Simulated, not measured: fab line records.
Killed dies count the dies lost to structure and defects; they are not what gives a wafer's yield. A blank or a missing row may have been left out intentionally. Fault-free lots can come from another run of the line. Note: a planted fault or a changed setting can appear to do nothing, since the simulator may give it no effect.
Which of the tools did it? ; flow n5-finfet ; 9 lots with 27 wafers sampled at 3 steps, on a route of 1938 steps

## WHAT THE GAUGES READ, wafer by wafer
N5_SD_ACTIVATION_RS_MEAS_03: measures by four-point-probe.
lot;measured;on;RS_SD_P (ohm/sq)
L855;day 3 14:08;film-metro-01;55.1 55.2 54.7
L857;day 4 01:50;film-metro-02;54.9 56.0 55.4
L859;day 4 11:52;film-metro-01;55.3 54.9 55.0
L863;day 5 10:28;film-metro-02;55.9 55.2 55.4
L864;day 5 16:17;film-metro-02;355.8 350.1 354.3
L865;day 5 21:43;film-metro-02;369.8 369.0 365.1
L866;day 6 07:44;film-metro-02;54.7 56.0 55.1
L877;day 8 23:03;film-metro-01;55.1 55.1 55.3
L878;day 9 04:06;film-metro-02;56.3 54.9 54.9

## WHAT TOOL EACH LOT RAN ON (gives the tool, then ch and the chambers of the sampled wafers, and finally the start)
lot;N5_SD_EPI_P_SD_RECESS_17;N5_SD_EPI_P_EPI_21
L855;rie-si-01 ch 2,3, day 3 10:38;epi-rpcvd-03 ch 0, day 3 11:40
L857;rie-si-04 ch 0,1,2, day 3 22:18;epi-rpcvd-03 ch 0, day 3 23:20
L859;rie-si-03 ch 1,2,3, day 4 08:23;epi-rpcvd-02 ch 0, day 4 09:03
L863;rie-si-01 ch 1,2,3, day 5 06:57;epi-rpcvd-03 ch 0, day 5 08:20
L864;rie-si-01 ch 1,2, day 5 12:47;epi-rpcvd-03 ch 0, day 5 13:49
L865;rie-si-03 ch 0,1,2, day 5 18:13;epi-rpcvd-03 ch 0, day 5 18:53
L866;rie-si-04 ch 0,1,3, day 6 03:16;epi-rpcvd-04 ch 0, day 6 05:29
L877;rie-si-03 ch 0,1,2, day 8 19:32;epi-rpcvd-03 ch 0, day 8 20:34
L878;rie-si-04 ch 0,1,2, day 9 00:31;epi-rpcvd-02 ch 0, day 9 01:54
- N5_SD_EPI_P_SD_RECESS_17: chemistry HBr/Cl2/O2, target depth 39.1 nm, bt time 3 s.
- N5_SD_EPI_P_EPI_21: deposits SiGe:B, time 355 s.

## THE ANSWER, worked out from the rows above alone
Rule: usual is defined by the lots themselves. Put in order of their means at a reading, lots are off if they are a third of the lots or fewer, leave a main group of 4 or more, and stand apart from it by a gap of 3 or more times the standard deviation of the main group's means; of several such gaps the widest counts. If all means in a main group match to the digits the tables above print for the reading, that group is not used. Also off: a lot with no number at a reading for which 4 or more lots have one. Any other lot the step has rows for is counted as sound.
Off: L864, L865, at N5_SD_ACTIVATION_RS_MEAS_03 (RS_SD_P). For the main group the mean is 55.3 ohm/sq and the standard deviation 0.17.
A tool fits if, at a process step before that reading, it ran every lot that is off, and no sound lot after the first of them. Gauges at N5_SD_ACTIVATION_RS_MEAS_03: tried the same way as those tools. Not one of the candidates tried fits.

## WHAT HAD BEEN PUT IN BY THE SIMULATOR
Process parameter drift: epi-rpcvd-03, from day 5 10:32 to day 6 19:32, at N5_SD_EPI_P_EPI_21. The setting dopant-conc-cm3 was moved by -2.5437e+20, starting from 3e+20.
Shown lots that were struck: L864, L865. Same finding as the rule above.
